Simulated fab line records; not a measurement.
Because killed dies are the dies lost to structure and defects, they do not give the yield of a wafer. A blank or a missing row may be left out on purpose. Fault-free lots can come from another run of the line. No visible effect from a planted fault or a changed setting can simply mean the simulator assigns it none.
Which tool was responsible? | flow nand-harc | 19 lots with 57 wafers sampled at 6 steps, on a route of 1302 steps

WHAT THE GAUGES READ, wafer by wafer
No reading from a measuring or inspecting step in the record can be judged against a usual standard deviation.

EACH LOT AND THE TOOL THAT RAN IT (in order: tool; ch and the chambers of the sampled wafers; start)
lot  | NHARC_A_STAIRCASE_TRIM_193                    | NHARC_A_STAIRCASE_ETCH_197                    | NHARC_A_STAIRCASE_DESCUM_219       | NHARC_A_STAIRCASE_ETCH_225                    | NHARC_A_STAIRCASE_STRIP_238          | NHARC_A_STAIRCASE_ETCH_451
L075 | rie-diel-07 ch 0,1,2, day 16 01:53 or earlier | rie-diel-08 ch 0,1,2, day 16 01:53 or earlier | rie-diel-07 ch 0,1,3, day 16 01:53 | rie-diel-07 ch 1,2,3, day 16 04:08 or earlier | plasma-asher-01 ch 0,1, day 16 04:08 | rie-diel-07 ch 0,2,3, no start
L076 | rie-diel-04 ch 1,2, day 16 15:22 or earlier   | rie-diel-04 ch 0,1,3, day 16 15:22 or earlier | rie-diel-07 ch 0,3, day 16 15:22   | rie-diel-07 ch 1,2, day 16 17:38 or earlier   | plasma-asher-02 ch 0,1, day 16 17:38 | rie-diel-07 ch 1,3, no start
L077 | rie-diel-04 ch 0,1,3, day 17 04:38 or earlier | rie-diel-04 ch 1,2, day 17 04:38 or earlier   | rie-diel-08 ch 1,2, day 17 04:38   | rie-diel-08 ch 0,1,3, day 17 06:50 or earlier | plasma-asher-02 ch 0,1, day 17 06:50 | rie-diel-08 ch 1,2,3, no start
L078 | rie-diel-04 ch 2,3, day 17 16:39 or earlier   | rie-diel-04 ch 0,1,2, day 17 16:39 or earlier | rie-diel-08 ch 0,1, day 17 16:39   | rie-diel-08 ch 1,3, day 17 19:38 or earlier   | plasma-asher-01 ch 0,1, day 17 19:38 | rie-diel-04 ch 1,3, no start
L079 | rie-diel-08 ch 0,1,3, day 17 18:22 or earlier | rie-diel-07 ch 1,2,3, day 17 18:22 or earlier | rie-diel-07 ch 0,1,2, day 17 18:22 | rie-diel-07 ch 0,1,3, day 17 21:47 or earlier | plasma-asher-01 ch 0,1, day 17 21:47 | rie-diel-04 ch 0,1,2, no start
L080 | rie-diel-07 ch 0,1,3, day 18 06:19 or earlier | rie-diel-08 ch 0,3, day 18 06:19 or earlier   | rie-diel-04 ch 1,2, day 18 06:19   | rie-diel-04 ch 1,2,3, day 18 10:26 or earlier | plasma-asher-01 ch 0,1, day 18 10:26 | rie-diel-04 ch 0,1, no start
L082 | rie-diel-04 ch 0,1, day 19 03:55 or earlier   | rie-diel-04 ch 2,3, day 19 03:55 or earlier   | rie-diel-04 ch 0,1, day 19 03:55   | rie-diel-04 ch 1,3, day 19 06:47 or earlier   | plasma-asher-01 ch 0,1, day 19 06:47 | rie-diel-07 ch 0,3, no start
L083 | rie-diel-07 ch 0,1, day 19 04:13 or earlier   | rie-diel-04 ch 0,2,3, day 19 04:13 or earlier | rie-diel-08 ch 0,1,2, day 19 04:13 | rie-diel-08 ch 0,2,3, day 19 07:02 or earlier | plasma-asher-01 ch 0,1, day 19 07:02 | rie-diel-04 ch 0,3, no start
L084 | rie-diel-07 ch 0,2, day 20 06:07 or earlier   | rie-diel-04 ch 0,1,2, day 20 06:07 or earlier | rie-diel-08 ch 1,3, day 20 06:07   | rie-diel-08 ch 1,2,3, day 20 08:17 or earlier | plasma-asher-02 ch 0,1, day 20 08:17 | rie-diel-07 ch 1,2, no start
L087 | rie-diel-07 ch 0,1,3, day 21 16:14 or earlier | rie-diel-04 ch 2,3, day 21 16:14 or earlier   | rie-diel-08 ch 1,2,3, day 21 16:14 | rie-diel-08 ch 0,1,2, day 21 18:25 or earlier | plasma-asher-01 ch 0,1, day 21 18:25 | rie-diel-07 ch 1,2,3, no start
L089 | rie-diel-08 ch 0,2,3, day 22 02:58 or earlier | rie-diel-08 ch 0,2, day 22 02:58 or earlier   | rie-diel-08 ch 0,1,3, day 22 02:58 | rie-diel-08 ch 1,2, day 22 05:59 or earlier   | plasma-asher-02 ch 1, day 22 05:59   | rie-diel-04 ch 0,1,2, no start
L090 | rie-diel-07 ch 1,2, day 22 15:17 or earlier   | rie-diel-07 ch 1,2, day 22 15:17 or earlier   | rie-diel-04 ch 0,2,3, day 22 15:17 | rie-diel-04 ch 2,3, day 22 17:50 or earlier   | plasma-asher-02 ch 0,1, day 22 17:50 | rie-diel-07 ch 0,1,3, no start
L092 | rie-diel-04 ch 0,3, day 22 23:14 or earlier   | rie-diel-04 ch 0,1,2, day 22 23:14 or earlier | rie-diel-07 ch 1,2,3, day 22 23:14 | rie-diel-07 ch 0,2, day 23 01:23 or earlier   | plasma-asher-02 ch 0,1, day 23 01:23 | rie-diel-07 ch 0,1, no start
L091 | rie-diel-07 ch 0,1,2, day 23 00:30 or earlier | rie-diel-04 ch 0,2, day 23 00:30 or earlier   | rie-diel-07 ch 0,1,2, day 23 00:30 | rie-diel-07 ch 0,2, day 23 02:40 or earlier   | plasma-asher-01 ch 0,1, day 23 02:40 | rie-diel-07 ch 0,1,3, no start
L093 | rie-diel-04 ch 0,1, day 23 21:49 or earlier   | rie-diel-07 ch 0,2,3, day 23 21:49 or earlier | rie-diel-04 ch 1,3, day 23 21:49   | rie-diel-04 ch 0,1,3, day 24 00:23 or earlier | plasma-asher-02 ch 0,1, day 24 00:23 | rie-diel-07 ch 1,2,3, no start
L094 | rie-diel-04 ch 0,2,3, day 24 11:08 or earlier | rie-diel-08 ch 0,2,3, day 24 11:08 or earlier | rie-diel-07 ch 1,2,3, day 24 11:08 | rie-diel-07 ch 1,2,3, day 24 13:23 or earlier | plasma-asher-01 ch 0,1, day 24 13:23 | rie-diel-08 ch 1,2, no start
L095 | rie-diel-04 ch 1,2,3, day 24 19:10 or earlier | rie-diel-04 ch 0,1,2, day 24 19:10 or earlier | rie-diel-07 ch 0,2,3, day 24 19:10 | rie-diel-07 ch 1,2,3, day 24 21:20 or earlier | plasma-asher-01 ch 0,1, day 24 21:20 | rie-diel-08 ch 0,1, no start
L096 | rie-diel-07 ch 2,3, day 25 20:03 or earlier   | rie-diel-08 ch 2,3, day 25 20:03 or earlier   | rie-diel-07 ch 0,1,2, day 25 20:03 | rie-diel-07 ch 0,2,3, day 25 22:22 or earlier | plasma-asher-02 ch 0,1, day 25 22:22 | rie-diel-08 ch 0,1,3, no start
L097 | rie-diel-07 ch 0,1,3, day 25 20:28 or earlier | rie-diel-07 ch 0,1,2, day 25 20:28 or earlier | rie-diel-08 ch 0,2, day 25 20:28   | rie-diel-08 ch 0,2, day 25 22:44 or earlier   | plasma-asher-02 ch 0,1, day 25 22:44 | rie-diel-08 ch 0,2, no start
- NHARC_A_STAIRCASE_TRIM_193: chemistry O2, time 211.2 s.
- NHARC_A_STAIRCASE_ETCH_197: etches the open film in C4F8/O2, target depth 100 nm, time 40.5 s.
- NHARC_A_STAIRCASE_DESCUM_219: chemistry O2, time 3 s.
- NHARC_A_STAIRCASE_ETCH_225: etches the open film in C4F8/O2, target depth 100 nm, time 40.5 s.
- NHARC_A_STAIRCASE_STRIP_238: strips in O2.
- NHARC_A_STAIRCASE_ETCH_451: etches the open film in CF4/O2, target depth 30 nm, overetch 3 nm, time 16.5 s.

AS READ BY THE TOOLS THEMSELVES (means over the sampled wafers that have a number; for cases with no such wafer, the mark the record gives instead)
NHARC_A_STAIRCASE_TRIM_193. Usual: chamber-pressure-mTorr 60.00 mTorr, standard deviation 0.062; drypump-motor-current-A 5.9 A, standard deviation 0.4; oes-product-au 0.997 a.u., standard deviation 0.011; rf-vpp-V 57.9 V, standard deviation 0.88; showerhead-plenum-p-Torr 3.54 Torr, standard deviation 0.15; throttle-valve-pct 17.035 %, standard deviation 0.0085.
lot  | tool        | chamber-pressure-mTorr (mTorr) | drypump-motor-current-A (A) | oes-product-au (a.u.) | rf-vpp-V (V) | showerhead-plenum-p-Torr (Torr) | throttle-valve-pct (%) | flag
L075 | rie-diel-07 | 60.04                          | 6.1                         | 0.983                 | 57.4         | 3.52                            | 17.035                 |
L076 | rie-diel-04 | 60.04                          | 5.7                         | 1.002                 | 57.9         | 3.38                            | 17.033                 |
L077 | rie-diel-04 | 60.00                          | 6.1                         | 0.998                 | 58.1         | 3.62                            | 17.035                 |
L078 | rie-diel-04 | 60.01                          | 5.9                         | 0.994                 | 57.1         | 3.48                            | 17.040                 |
L079 | rie-diel-08 | 59.99                          | 6.0                         | 1.013                 | 58.3         | 3.71                            | 17.040                 |
L080 | rie-diel-07 | 60.05                          | 5.7                         | 0.986                 | 57.7         | 3.50                            | 17.033                 |
L082 | rie-diel-04 | 60.05                          | 6.0                         | 1.007                 | 57.7         | 3.59                            | 17.037                 |
L083 | rie-diel-07 | 59.97                          | 6.0                         | 0.979                 | 58.6         | 3.45                            | 17.033                 |
L084 | rie-diel-07 | 59.99                          | 6.3                         | 0.987                 | 58.3         | 3.56                            | 17.035                 |
L087 | rie-diel-07 | 60.00                          | 5.7                         | 0.992                 | 58.3         | 3.49                            | 17.027                 |
L089 | rie-diel-08 | 60.02                          | 5.9                         | 1.001                 | 58.7         | 3.61                            | 17.040                 |
L090 | rie-diel-07 | 59.99                          | 6.1                         | 0.996                 | 57.7         | 3.59                            | 17.038                 |
L092 | rie-diel-04 | 60.01                          | 6.2                         | 0.995                 | 57.2         | 3.70                            | 17.041                 |
L091 | rie-diel-07 | 60.00                          | 6.1                         | 0.994                 | 57.5         | 3.49                            | 17.036                 |
L093 | rie-diel-04 | 60.00                          | 6.1                         | 0.997                 | 58.5         | 3.68                            | 17.040                 |
L094 | rie-diel-04 | 59.97                          | 6.0                         | 0.995                 | 58.4         | 3.53                            | 17.024                 |
L095 | rie-diel-04 | 60.01                          | 5.9                         | 1.008                 | 57.1         | 3.43                            | 17.039                 |
L096 | rie-diel-07 | 59.98                          | 5.8                         | 1.006                 | 58.5         | 3.62                            | 17.039                 |
L097 | rie-diel-07 | 59.93                          | 5.7                         | 0.997                 | 58.2         | 3.47                            | 17.047                 |

NHARC_A_STAIRCASE_ETCH_197. Usual: bias-w 1000 W, standard deviation 3; chamber-pressure-mTorr 24.999 mTorr, standard deviation 0.021; oes-product-au 0.953 a.u., standard deviation 0.017; rf-fwd-power-W 592.1 W, standard deviation 3; rf-vpp-V 898 V, standard deviation 5.7.
lot  | tool        | bias-w (W) | chamber-pressure-mTorr (mTorr) | oes-product-au (a.u.) | rf-fwd-power-W (W) | rf-vpp-V (V) | flag
L075 | rie-diel-08 | 999        | 25.000                         | 0.966                 | 589.3              | 900          |
L076 | rie-diel-04 | 1002       | 24.981                         | 0.937                 | 591.3              | 899          |
L077 | rie-diel-04 | 999        | 25.025                         | 0.947                 | 594.1              | 890          |
L078 | rie-diel-04 | 1000       | 24.996                         | 0.949                 | 593.8              | 896          |
L079 | rie-diel-07 | 1001       | 24.989                         | 0.952                 | 589.4              | 900          |
L080 | rie-diel-08 | 1000       | 24.995                         | 0.961                 | 593.8              | 900          |
L082 | rie-diel-04 | 995        | 24.996                         | 0.944                 | 595.3              | 892          |
L083 | rie-diel-04 | 1000       | 24.990                         | 0.944                 | 595.8              | 898          |
L084 | rie-diel-04 | 999        | 25.022                         | 0.952                 | 594.7              | 895          |
L087 | rie-diel-04 | 997        | 24.988                         | 0.978                 | 592.3              | 894          |
L089 | rie-diel-08 | 1001       | 24.992                         | 0.953                 | 591.0              | 897          |
L090 | rie-diel-07 | 998        | 24.983                         | 0.933                 | 588.9              | 898          |
L092 | rie-diel-04 | 1000       | 25.012                         | 0.949                 | 593.3              | 895          |
L091 | rie-diel-04 | 1000       | 24.993                         | 0.971                 | 597.4              | 893          |
L093 | rie-diel-07 | 1000       | 25.002                         | 0.959                 | 591.0              | 896          |
L094 | rie-diel-08 | 1000       | 24.988                         | 0.975                 | 591.8              | 898          |
L095 | rie-diel-04 | 1001       | 25.008                         | 0.942                 | 594.6              | 894          |
L096 | rie-diel-08 | 1003       | 24.987                         | 0.962                 | 590.5              | 899          |
L097 | rie-diel-07 | 999        | 25.022                         | 0.941                 | 592.5              | 895          |

NHARC_A_STAIRCASE_DESCUM_219. Usual: chamber-pressure-mTorr 60.00 mTorr, standard deviation 0.051; drypump-motor-current-A 5.9 A, standard deviation 0.42; oes-product-au 0.998 a.u., standard deviation 0.011; rf-vpp-V 57.9 V, standard deviation 0.86; showerhead-plenum-p-Torr 1.94 Torr, standard deviation 0.082; throttle-valve-pct 11.311 %, standard deviation 0.0097.
lot  | tool        | chamber-pressure-mTorr (mTorr) | drypump-motor-current-A (A) | oes-product-au (a.u.) | rf-vpp-V (V) | showerhead-plenum-p-Torr (Torr) | throttle-valve-pct (%) | flag
L075 | rie-diel-07 | 59.99                          | 5.7                         | 0.990                 | 57.7         | 1.90                            | 11.316                 |
L076 | rie-diel-07 | 60.03                          | 5.8                         | 0.994                 | 57.9         | 1.88                            | 11.308                 |
L077 | rie-diel-08 | 59.95                          | 5.7                         | 1.011                 | 57.3         | 1.97                            | 11.312                 |
L078 | rie-diel-08 | 59.99                          | 6.1                         | 1.014                 | 58.3         | 1.98                            | 11.312                 |
L079 | rie-diel-07 | 59.98                          | 6.1                         | 0.985                 | 58.1         | 1.90                            | 11.308                 |
L080 | rie-diel-04 | 60.02                          | 5.7                         | 1.000                 | 57.4         | 1.82                            | 11.315                 |
L082 | rie-diel-04 | 60.05                          | 6.1                         | 1.003                 | 58.3         | 2.01                            | 11.311                 |
L083 | rie-diel-08 | 59.99                          | 5.9                         | 1.005                 | 58.8         | 1.97                            | 11.300                 |
L084 | rie-diel-08 | 59.97                          | 5.8                         | 1.013                 | 57.7         | 2.05                            | 11.313                 |
L087 | rie-diel-08 | 60.08                          | 5.8                         | 1.004                 | 57.9         | 2.00                            | 11.312                 |
L089 | rie-diel-08 | 59.96                          | 6.0                         | 1.001                 | 58.0         | 2.01                            | 11.312                 |
L090 | rie-diel-04 | 59.94                          | 6.0                         | 0.995                 | 56.9         | 1.92                            | 11.303                 |
L092 | rie-diel-07 | 59.98                          | 5.6                         | 0.988                 | 57.9         | 1.94                            | 11.308                 |
L091 | rie-diel-07 | 60.03                          | 6.1                         | 0.991                 | 57.8         | 1.89                            | 11.313                 |
L093 | rie-diel-04 | 60.02                          | 6.0                         | 1.009                 | 57.1         | 1.89                            | 11.308                 |
L094 | rie-diel-07 | 59.98                          | 5.6                         | 0.992                 | 58.1         | 1.94                            | 11.312                 |
L095 | rie-diel-07 | 60.06                          | 5.8                         | 0.993                 | 58.2         | 1.92                            | 11.309                 |
L096 | rie-diel-07 | 59.97                          | 6.1                         | 0.999                 | 57.5         | 1.88                            | 11.314                 |
L097 | rie-diel-08 | 60.02                          | 6.0                         | 0.994                 | 57.9         | 1.91                            | 11.317                 |

NHARC_A_STAIRCASE_ETCH_225. Usual: bias-w 1000 W, standard deviation 3.2; chamber-pressure-mTorr 25.001 mTorr, standard deviation 0.024; oes-product-au 0.942 a.u., standard deviation 0.012; rf-fwd-power-W 591.4 W, standard deviation 2.7; rf-vpp-V 898 V, standard deviation 4.9.
lot  | tool        | bias-w (W) | chamber-pressure-mTorr (mTorr) | oes-product-au (a.u.) | rf-fwd-power-W (W) | rf-vpp-V (V) | flag
L075 | rie-diel-07 | 1002       | 24.996                         | 0.938                 | 592.2              | 899          |
L076 | rie-diel-07 | 1000       | 24.982                         | 0.938                 | 589.4              | 896          |
L077 | rie-diel-08 | 998        | 25.023                         | 0.961                 | 592.3              | 902          |
L078 | rie-diel-08 | 998        | 25.015                         | 0.941                 | 591.7              | 905          |
L079 | rie-diel-07 | 1000       | 25.011                         | 0.920                 | 590.0              | 896          |
L080 | rie-diel-04 | 1000       | 25.005                         | 0.941                 | 593.5              | 893          |
L082 | rie-diel-04 | 1005       | 24.987                         | 0.956                 | 592.0              | 895          |
L083 | rie-diel-08 | 1002       | 25.009                         | 0.948                 | 589.8              | 900          |
L084 | rie-diel-08 | 1000       | 24.988                         | 0.950                 | 593.3              | 902          |
L087 | rie-diel-08 | 1001       | 24.967                         | 0.950                 | 589.4              | 898          |
L089 | rie-diel-08 | 1000       | 25.004                         | 0.943                 | 590.8              | 898          |
L090 | rie-diel-04 | 1000       | 24.987                         | 0.965                 | 596.0              | 890          |
L092 | rie-diel-07 | 1004       | 25.013                         | 0.944                 | 591.7              | 897          |
L091 | rie-diel-07 | 997        | 24.983                         | 0.942                 | 589.3              | 893          |
L093 | rie-diel-04 | 998        | 24.991                         | 0.941                 | 592.8              | 898          |
L094 | rie-diel-07 | 998        | 24.990                         | 0.938                 | 592.2              | 897          |
L095 | rie-diel-07 | 999        | 25.023                         | 0.941                 | 589.6              | 899          |
L096 | rie-diel-07 | 1000       | 25.015                         | 0.945                 | 591.0              | 896          |
L097 | rie-diel-08 | 996        | 24.990                         | 0.942                 | 589.5              | 896          |

NHARC_A_STAIRCASE_STRIP_238. Usual: drypump-motor-current-A 5.7 A, standard deviation 0.34; heater-power-w 348 W, standard deviation 26.
lot  | tool            | drypump-motor-current-A (A) | heater-power-w (W) | flag
L075 | plasma-asher-01 | 6.0                         | 376                |
L076 | plasma-asher-02 | 5.4                         | 325                |
L077 | plasma-asher-02 | 5.4                         | 333                |
L078 | plasma-asher-01 | 6.1                         | 359                |
L079 | plasma-asher-01 | 6.0                         | 374                |
L080 | plasma-asher-01 | 6.1                         | 365                |
L082 | plasma-asher-01 | 6.1                         | 366                |
L083 | plasma-asher-01 | 6.0                         | 373                |
L084 | plasma-asher-02 | 5.4                         | 339                |
L087 | plasma-asher-01 | 6.1                         | 369                |
L089 | plasma-asher-02 | 5.3                         | 315                |
L090 | plasma-asher-02 | 5.4                         | 335                |
L092 | plasma-asher-02 | 5.4                         | 336                |
L091 | plasma-asher-01 | 6.1                         | 358                |
L093 | plasma-asher-02 | 5.4                         | 323                |
L094 | plasma-asher-01 | 6.1                         | 360                |
L095 | plasma-asher-01 | 6.0                         | 372                |
L096 | plasma-asher-02 | 5.4                         | 336                |
L097 | plasma-asher-02 | 5.4                         | 326                |

NHARC_A_STAIRCASE_ETCH_451. Usual: bias-w 100.0 W, standard deviation 0.3; chamber-pressure-mTorr 30.000 mTorr, standard deviation 0.027; drypump-motor-current-A 5.9 A, standard deviation 0.38; oes-product-au 0.995 a.u., standard deviation 0.0091; rf-fwd-power-W 293.3 W, standard deviation 1.5; rf-vpp-V 198.3 V, standard deviation 1.4; showerhead-plenum-p-Torr 1.36 Torr, standard deviation 0.054; throttle-valve-pct 13.397 %, standard deviation 0.0094.
lot  | tool        | bias-w (W) | chamber-pressure-mTorr (mTorr) | drypump-motor-current-A (A) | oes-product-au (a.u.) | rf-fwd-power-W (W) | rf-vpp-V (V) | showerhead-plenum-p-Torr (Torr) | throttle-valve-pct (%) | flag
L075 | rie-diel-07 | 100.1      | 30.020                         | 5.8                         | 0.997                 | 293.7              | 198.2        | 1.35                            | 13.396                 |
L076 | rie-diel-07 | 100.3      | 29.977                         | 5.2                         | 0.996                 | 294.0              | 198.4        | 1.36                            | 13.392                 |
L077 | rie-diel-08 | 99.9       | 30.002                         | 5.8                         | 1.004                 | 294.2              | 199.7        | 1.40                            | 13.398                 |
L078 | rie-diel-04 | 100.0      | 29.984                         | 6.0                         | 0.992                 | 293.2              | 198.0        | 1.34                            | 13.399                 |
L079 | rie-diel-04 | 100.0      | 29.974                         | 5.9                         | 1.002                 | 294.3              | 198.0        | 1.34                            | 13.389                 |
L080 | rie-diel-04 | 100.2      | 29.988                         | 6.0                         | 1.004                 | 292.7              | 198.2        | 1.36                            | 13.406                 |
L082 | rie-diel-07 | 99.9       | 29.995                         | 5.4                         | 0.992                 | 294.0              | 198.2        | 1.34                            | 13.402                 |
L083 | rie-diel-04 | 99.5       | 30.009                         | 6.1                         | 0.993                 | 294.8              | 198.0        | 1.37                            | 13.403                 |
L084 | rie-diel-07 | 99.8       | 29.993                         | 5.9                         | 0.990                 | 293.3              | 197.9        | 1.33                            | 13.386                 |
L087 | rie-diel-07 | 99.9       | 29.952                         | 5.7                         | 1.001                 | 292.3              | 197.9        | 1.35                            | 13.402                 |
L089 | rie-diel-04 | 100.0      | 30.005                         | 5.9                         | 0.996                 | 294.5              | 197.0        | 1.33                            | 13.403                 |
L090 | rie-diel-07 | 100.0      | 29.994                         | 5.7                         | 0.991                 | 292.0              | 197.9        | 1.32                            | 13.393                 |
L092 | rie-diel-07 | 100.0      | 30.009                         | 6.0                         | 0.991                 | 293.3              | 197.1        | 1.30                            | 13.396                 |
L091 | rie-diel-07 | 100.0      | 30.004                         | 5.7                         | 0.988                 | 292.8              | 198.0        | 1.32                            | 13.395                 |
L093 | rie-diel-07 | 100.1      | 29.989                         | 5.6                         | 0.997                 | 294.0              | 197.7        | 1.35                            | 13.400                 |
L094 | rie-diel-08 | 99.6       | 30.036                         | 5.7                         | 0.989                 | 292.2              | 197.9        | 1.36                            | 13.394                 |
L095 | rie-diel-08 | 100.2      | 30.006                         | 6.0                         | 0.985                 | 291.9              | 199.1        | 1.39                            | 13.395                 |
L096 | rie-diel-08 | 99.9       | 30.006                         | 6.0                         | 0.995                 | 292.4              | 198.7        | 1.39                            | 13.390                 |
L097 | rie-diel-08 | 99.7       | 30.016                         | 5.8                         | 1.002                 | 292.5              | 197.7        | 1.33                            | 13.398                 |

THE ANSWER, worked out from the rows above alone
Rule: lot off if the mean of its wafers having a number is beyond 3 standard deviations from the usual mean. Also off: a lot with no number at a reading for which 4 or more lots have one. The other lots that the step has rows for count as sound. First the gauges in route order, then the tools' own readings, where a lot's mean is used as printed above. At the first step where some lot is off, the reading lying furthest off is the one used; lots without a number count as furthest.
No lot is off on any of the readings shown, so nothing can be concluded from this.

WHAT WAS PUT IN BY THE SIMULATOR
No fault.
